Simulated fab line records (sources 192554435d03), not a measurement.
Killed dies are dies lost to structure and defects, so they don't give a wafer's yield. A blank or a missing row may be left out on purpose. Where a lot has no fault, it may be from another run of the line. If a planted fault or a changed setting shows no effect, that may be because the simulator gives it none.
What tool caused it? | flow n5 finfet | Sampling: 11 lots, 33 wafers, 3 of 1938 route steps

== WHAT THE GAUGES READ, wafer by wafer ==
N5_BEOL_M4_CD_MEAS_18: pitch 36 nm, target cd 18 nm.
lot  | measured     | on        | cd nm (nm)
L075 | day 7 23:32  | cd sem-01 | 18.1 18.2 17.9
L078 | day 10 06:12 | cd sem-03 | 18.3 18.1 18.0
L083 | day 10 17:20 | cd sem-02 | 17.7 17.3 18.2
L080 | day 10 21:11 | cd sem-02 | 17.7 17.6 17.7
L082 | day 11 09:19 | cd sem-01 | 17.9 18.0 17.5
L085 | day 11 16:31 | cd sem-01 | 17.7 18.5 17.2
L086 | day 11 23:29 | cd sem-03 | 17.5 18.5 17.8
L091 | day 12 18:04 | cd sem-02 | 17.4 17.4 17.8
L093 | day 13 12:59 | cd sem-02 | 18.3 17.2 18.8
L094 | day 13 20:17 | cd sem-01 | 17.8 17.7 17.7
L096 | day 14 02:41 | cd sem-02 | 17.2 18.0 18.3

== WHAT TOOL EACH LOT RAN ON (gives the tool, then ch and the chambers of the sampled wafers, and finally the start) ==
lot  | N5_BEOL_M3_SPUTTER_96        | N5_BEOL_M4_STRIP_19
L075 | pvd sputter-02, day 7 21:08  | rie diel-03 ch 1,2, day 7 23:28
L078 | pvd sputter-01, day 10 03:09 | rie diel-02 ch 2,3, day 10 06:07
L083 | pvd sputter-03, day 10 14:10 | rie diel-04 ch 0,3, day 10 17:16
L080 | pvd sputter-01, day 10 18:44 | rie diel-03 ch 0,2,3, day 10 21:07
L082 | pvd sputter-01, day 11 04:37 | rie diel-02 ch 0,2,3, day 11 09:15
L085 | pvd sputter-03, day 11 12:24 | rie diel-02 ch 0,3, day 11 16:27
L086 | pvd sputter-03, day 11 18:18 | rie diel-02 ch 0,1,2, day 11 23:25
L091 | pvd sputter-03, day 12 14:46 | rie diel-04 ch 1,2,3, day 12 18:00
L093 | pvd sputter-02, day 13 09:44 | rie diel-03 ch 0,1, day 13 12:55
L094 | pvd sputter-02, day 13 16:48 | rie diel-03 ch 0,1,3, day 13 20:13
L096 | pvd sputter-02, day 13 23:42 | rie diel-02 ch 0,1,3, day 14 02:37
- N5_BEOL_M3_SPUTTER_96: material Cu, target thk 4.5 nm, time 8.29 s.
- N5_BEOL_M4_STRIP_19: strips in O2.

== THE ANSWER, worked out from the rows above alone ==
Rule: usual is defined by the lots themselves. The widest of any qualifying gaps counts: lots, ordered by their means at a reading, are off when they make up no more than a third of the lots, leave a main group of 4 or more, and stand apart from it by 3 or more times the standard deviation of that group's means. If all means in a main group match to the digits the tables above print for the reading, that group is not used. Also off: a lot with no number at a reading for which 4 or more lots have one. Where the step has rows for the other lots, those lots are counted as sound.
Nothing can be told from this: no lot is off at any reading shown.

== WHAT THE SIMULATOR HAD INSERTED ==
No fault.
